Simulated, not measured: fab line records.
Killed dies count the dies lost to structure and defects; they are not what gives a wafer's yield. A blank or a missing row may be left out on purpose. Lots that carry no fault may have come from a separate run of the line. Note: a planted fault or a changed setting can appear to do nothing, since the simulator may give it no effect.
Struck lot and sound lot, side by side :: flow n5-finfet :: 15 out of 1938 route steps
Sound: the wafers L606.1, L606.4, L606.6. Wafers L620.1, L620.5, L620.6 were the ones struck. The cause is named last.
Each step with rows lists, per side, the tool, then ch with its chambers, then its first start. Under that, the readings that differ: sound wafers :: struck wafers :: difference of the means :: sigmas: that difference in standard deviations of wafers without a fault.
alike: readings with means less than 2 such deviations apart, plus words and numbers identical on both sides. not compared: withheld readings, readings lacking a value on some wafer, bounds such as >300 that could conceal the same value, and numbers that have no deviation in the record and whose values overlap.
Wherever a step has rows on one side only, a row that says differs or no value, or a row with sigmas, the two part there. Numbers that have no deviation but don't overlap get no sigmas and don't part them. A reading that every wafer of one side lacks parts them only if that side has two wafers or more.

first, 7 steps without rows for these wafers: N5_PASSIVATION_COAT_38; N5_PASSIVATION_EBR_40; N5_PASSIVATION_SOFTBAKE_39 (time 120 s); N5_PASSIVATION_EXPOSE_41 (exposes mask PASS OPEN, defocus 0 nm, target cd 40000 nm); N5_PASSIVATION_PEB_42; N5_PASSIVATION_DEVELOP_43 (develop time 60 s); N5_PASSIVATION_HARDBAKE_45 (time 120 s).
N5_PASSIVATION_CD_MEAS_44: the cd target is 40000 nm.
  sound on cd-sem-01 ch 0, day 14 16:26; struck on cd-sem-03 ch 0, day 18 17:20
  alike: cd-nm
N5_PASSIVATION_OVL_MEAS_66:
  sound on overlay-01 ch 0, day 14 16:28; struck on overlay-01 ch 0, day 18 17:22
  alike: PASS_OPEN_OVL
N5_PASSIVATION_INSPECT_67: inspects for defects (macro).
  sound: defect-inspect-02 at day 14 16:30; struck: defect-inspect-02 at day 18 17:23
  alike: raw-defect-count
N5_PASSIVATION_DESCUM_46: chemistry O2, time 7.9 s.
  sound on rie-diel-01 ch 1,2,3, day 14 16:32; struck on rie-diel-01 ch 2,3, day 18 17:26
reading: oes-product-au (a.u.)
sound: 0.68 0.81 0.68
struck: 0.97 0.95 0.98
difference: +0.24
sigmas: +3
  alike: chamber-pressure-mTorr, drypump-motor-current-A, rf-vpp-V, showerhead-plenum-p-Torr, throttle-valve-pct
  not compared: rf-hours-counter-h
N5_PASSIVATION_PASS_ETCH_47: etches SiNx in CF4/O2, target depth 770 nm, time 385 s.
  sound on rie-diel-01 ch 1,2,3, day 14 16:34; struck on rie-diel-01 ch 2,3, day 18 17:28
reading: oes-product-au (a.u.)
sound: 0.68 0.80 0.69
struck: 0.97 0.95 0.98
difference: +0.24
sigmas: +3
  alike: cf4-flow-sccm, chamber-pressure-mTorr, drypump-motor-current-A, rf-vpp-V, showerhead-plenum-p-Torr, throttle-valve-pct
  not compared: rf-hours-counter-h
N5_PASSIVATION_ETCH_54: etches SiO2 in CHF3/O2, target depth 880 nm, time 440 s.
  sound on rie-diel-01 ch 1,2,3, day 14 16:48; struck on rie-diel-01 ch 2,3, day 18 17:41
reading: oes-product-au (a.u.)
sound: 0.68 0.80 0.69
struck: 1.08 1.06 1.08
difference: +0.35
sigmas: +4

reading: model.PASSIVATION.feature-depth-nm (nm)
sound: 871.4 885.6 874
struck: 1391 1373 1390
difference: +508
sigmas: 

reading: model.etch.depth-nm (nm)
sound: 871.3 885.7 874
struck: 1391 1373 1390
difference: +508
sigmas: 
  alike: chamber-pressure-mTorr, drypump-motor-current-A, rf-vpp-V, showerhead-plenum-p-Torr, throttle-valve-pct
  not compared: rf-hours-counter-h
N5_PASSIVATION_STRIP_48: strips in O2.
  sound on rie-diel-01 ch 1,2,3, day 14 17:05; struck on rie-diel-01 ch 2,3, day 18 17:59
reading: oes-product-au (a.u.)
sound: 0.67 0.83 0.68
struck: 0.97 0.94 0.99
difference: +0.24
sigmas: +3
  alike: chamber-pressure-mTorr, drypump-motor-current-A, rf-vpp-V, showerhead-plenum-p-Torr, throttle-valve-pct
  not compared: rf-hours-counter-h
then, 1 step without rows for these wafers: N5_PASSIVATION_PROBE_49.

== WHERE THEY PART ==
Last at N5_PASSIVATION_STRIP_48 as far as this record goes, first at N5_PASSIVATION_DESCUM_46.

WHY: what had been put in by the simulator
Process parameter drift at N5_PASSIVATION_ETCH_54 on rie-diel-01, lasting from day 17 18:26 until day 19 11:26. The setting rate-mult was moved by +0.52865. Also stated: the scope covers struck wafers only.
